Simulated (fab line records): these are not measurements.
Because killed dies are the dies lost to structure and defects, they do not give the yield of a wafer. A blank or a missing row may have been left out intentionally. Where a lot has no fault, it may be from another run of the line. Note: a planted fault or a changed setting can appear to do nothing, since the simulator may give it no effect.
Matching of chambers | flow n5-finfet | pecvd-04 running N5_BEOL_M9_PECVD_70: 3 sister chambers
The step deposits SiO2 from TEOS/O2, target thk 20 nm, time 22.7 s. 6 wafers are shown with their chamber, then 7 later ones without.

WAFERS, EACH WITH ITS CHAMBER
wafer  | chamber | throttle-valve-pct (%) | showerhead-plenum-p-Torr (Torr)
L085.4 | 0       | 20.9                   | 8.88
L085.6 | 1       | 25.7                   | 8.86
L081.2 | 1       | 25.8                   | 8.86
L081.3 | 2       | 21.0                   | 8.67
L084.2 | 0       | 21.0                   | 8.87
L084.4 | 2       | 21.4                   | 8.66

WAFERS MISSING THEIR CHAMBER
wafer  | throttle-valve-pct (%) | showerhead-plenum-p-Torr (Torr)
L084.5 | 20.8                   | 8.87
L088.3 | 25.8                   | 8.86
L088.5 | 21.1                   | 8.64
L088.6 | 21.0                   | 8.86
L097.2 | 21.1                   | 8.86
L097.4 | 21.4                   | 8.67
L097.6 | 21.1                   | 8.84

THE CHAMBER EACH PASSED THROUGH
wafer  | from the rows above | in truth
L084.5 | 0                   | 0
L088.3 | 1                   | 1
L088.5 | 2                   | 2
L088.6 | 0                   | 0
L097.2 | 0                   | 0
L097.4 | 2                   | 2
L097.6 | 0                   | 0
Correctly placed: 7 of 7. Not placeable from these rows: 0. Placed wrongly: 0.
How it was worked out, from the rows above alone: a wafer's distance from a chamber is the root of the sum, over the readings, of the square of ((its reading less the chamber's mean) divided by the reading's scatter). If the next closest chamber is less than 2 further off than the closest, the wafer can't be placed; otherwise it belongs to the closest. The mean given for a chamber averages the wafers shown for that chamber. How the scatter is found: for the shown wafers, subtract from each reading the mean of its chamber, square and add these, divide the total by (wafers less chambers), then take the root.
